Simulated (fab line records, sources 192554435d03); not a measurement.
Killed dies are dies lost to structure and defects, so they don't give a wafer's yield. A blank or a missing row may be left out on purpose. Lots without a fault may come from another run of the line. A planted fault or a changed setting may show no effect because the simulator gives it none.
Split-lot experiment | flow n5_finfet | 7 lots, 21 wafers read, on a route of 1938 steps

THE SPLIT
At N5_BEOL_M12_SPUTTER_44 (material Ta, target thk 10 nm, time 16.13 s), the setting time_s was moved away from the recipe's 16.13 s on 7 of the 21 wafers read, by -13.5% to +13.6%. The other wafers ran this setting at the recipe's value.

The reading is taken at the split's own step.

THE READING
Ta_of_BEOL_M12_SPUTTER_44.thk_nm (the simulator's own value, which no gauge read), in nm, at N5_BEOL_M12_SPUTTER_44 (material Ta, target thk 10 nm, time 16.13 s). The file gives no usual value for it. The 14 wafers here that ran the recipe average 10.0 nm, standard deviation 0.17 nm.

wafer  | tool, chamber at the split | time_s as run, s | against the recipe | Ta_of_BEOL_M12_SPUTTER_44.thk_nm, nm | against lot-mates on the recipe
L076.2 | pvd_sputter-02, -          | 16.13            | recipe             | 9.8                                  | -
L076.3 | pvd_sputter-02, -          | 15.52            | -3.8%              | 9.6                                  | -0.3
L076.5 | pvd_sputter-02, -          | 16.13            | recipe             | 10                                   | -
L074.2 | pvd_sputter-02, -          | 16.13            | recipe             | 10                                   | -
L074.6 | pvd_sputter-02, -          | 16.13            | recipe             | 10                                   | -
L074.5 | pvd_sputter-02, -          | 17.16            | +6.4%              | 10.6                                 | +0.6
L082.1 | pvd_sputter-03, -          | 14.32            | -11.2%             | 8.8                                  | -1.0
L082.3 | pvd_sputter-03, -          | 14.32            | -11.2%             | 8.8                                  | -1.0
L082.6 | pvd_sputter-03, -          | 16.13            | recipe             | 9.8                                  | -
L083.1 | pvd_sputter-03, -          | 16.13            | recipe             | 9.8                                  | -
L083.6 | pvd_sputter-03, -          | 16.13            | recipe             | 9.8                                  | -
L083.2 | pvd_sputter-03, -          | 16.13            | recipe             | 10                                   | -
L085.2 | pvd_sputter-02, -          | 16.13            | recipe             | 10.2                                 | -
L085.3 | pvd_sputter-02, -          | 16.13            | recipe             | 10.2                                 | -
L085.6 | pvd_sputter-02, -          | 16.13            | recipe             | 10.4                                 | -
L084.1 | pvd_sputter-02, -          | 16.13            | recipe             | 10                                   | -
L084.6 | pvd_sputter-02, -          | 16.13            | recipe             | 10                                   | -
L084.5 | pvd_sputter-02, -          | 13.96            | -13.5%             | 8.6                                  | -1.4
L086.1 | pvd_sputter-03, -          | 18.33            | +13.6%             | 11.2                                 | +1.2
L086.2 | pvd_sputter-03, -          | 18.33            | +13.6%             | 11.4                                 | +1.4
L086.3 | pvd_sputter-03, -          | 16.13            | recipe             | 10                                   | -

THE FIT
A straight line over all 21 wafers: Ta_of_BEOL_M12_SPUTTER_44.thk_nm changes by +0.101 nm for each +1% of time_s; r = +0.98; the points scatter about the line by 0.15 nm.
The same after taking each lot's own level away (the mean of its wafers on the recipe; 21 wafers): +0.095 nm for each +1%; r = +0.99; scatter 0.08 nm.
On that fit, the largest move of time_s shifts the reading by 1.3 nm.
The lots' own levels span 9.80 to 10.27 nm, that is 2.8 times the standard deviation above.
So the lot-to-lot level changes the slope little: the two slopes agree.
Check: with one of the wafers moved furthest among these (+13.6%) left out of the fit, the line predicts +1.34 nm for it against its lot-mates. It came out at +1.2 nm against them.

OTHER SPLITS ON THESE WAFERS
These wafers also went through other splits before the reading. Each is held against what the fit with the lots' levels taken away leaves over:
other split on the same wafers   | wafers away from the commonest value | r with Ta_of_BEOL_M12_SPUTTER_44.thk_nm (lot level and that fit taken away)
N5_BEOL_M6_TRENCH_ETCH_37 time_s | 5                                    | +0.03
N5_BEOL_M6_ALD_77 ald_cycles     | 11                                   | +0.07
N5_BEOL_M8_PECVD_70 temp_c       | 9                                    | -0.20
N5_BEOL_M9_ETCH_66 time_s        | 9                                    | +0.17
N5_BEOL_M9_TRENCH_ETCH_37 bias_w | 7                                    | +0.23
N5_BEOL_M10_PECVD_70 time_s      | 7                                    | +0.38

THE FILE'S OWN FIT
Ta_of_BEOL_M12_SPUTTER_44.thk_nm changes by +0.0963 nm for each +1% of time_s, r = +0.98.
